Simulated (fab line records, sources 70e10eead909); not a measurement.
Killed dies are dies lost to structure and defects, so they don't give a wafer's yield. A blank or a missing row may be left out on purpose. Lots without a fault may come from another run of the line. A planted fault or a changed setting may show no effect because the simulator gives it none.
Chamber matching | flow nand_harc | NHARC_P_CONTACT_STRIP_28 on rie_diel-09: 4 sister chambers
The step strips in O2. 4 wafers are shown with their chamber, then 9 later ones without.

WAFERS WITH THEIR CHAMBER
wafer  | chamber | showerhead_plenum_p_Torr (Torr)
L949.1 | 2       | 3.47
L951.6 | 3       | 3.49
L954.2 | 1       | 3.49
L954.5 | 0       | 3.38

WAFERS WITHOUT THEIR CHAMBER
wafer  | showerhead_plenum_p_Torr (Torr)
L954.6 | 3.49
L953.1 | 3.39
L953.2 | 3.49
L953.4 | 3.47
L960.2 | 3.48
L960.3 | 3.38
L966.1 | 3.48
L966.2 | 3.38
L966.3 | 3.46

WHICH CHAMBER EACH WENT THROUGH
wafer  | from the rows above          | in truth
L954.6 | can't be placed: 1 or 3      | 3
L953.1 | 0                            | 0
L953.2 | can't be placed: 1 or 3      | 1
L953.4 | 2                            | 2
L960.2 | can't be placed: 2 or 1 or 3 | 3
L960.3 | 0                            | 0
L966.1 | can't be placed: 2 or 1 or 3 | 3
L966.2 | 0                            | 0
L966.3 | 2                            | 2
Placed correctly: 5 of 9. Can't be placed from these rows: 4 (the true chamber is among the candidates in 4). Placed wrongly: 0.
How it was worked out, from the rows above alone: a wafer's distance from a chamber is the root of the sum, over the readings, of the square of ((its reading less the chamber's mean) divided by the reading's scatter). The wafer belongs to the nearest chamber; if the next one is less than 2 further off, it can't be placed. A chamber's mean is the mean of its shown wafers. The scatter: with one shown wafer a chamber, the root of the mean of the squares of how far each hidden wafer lies from its nearest shown one.
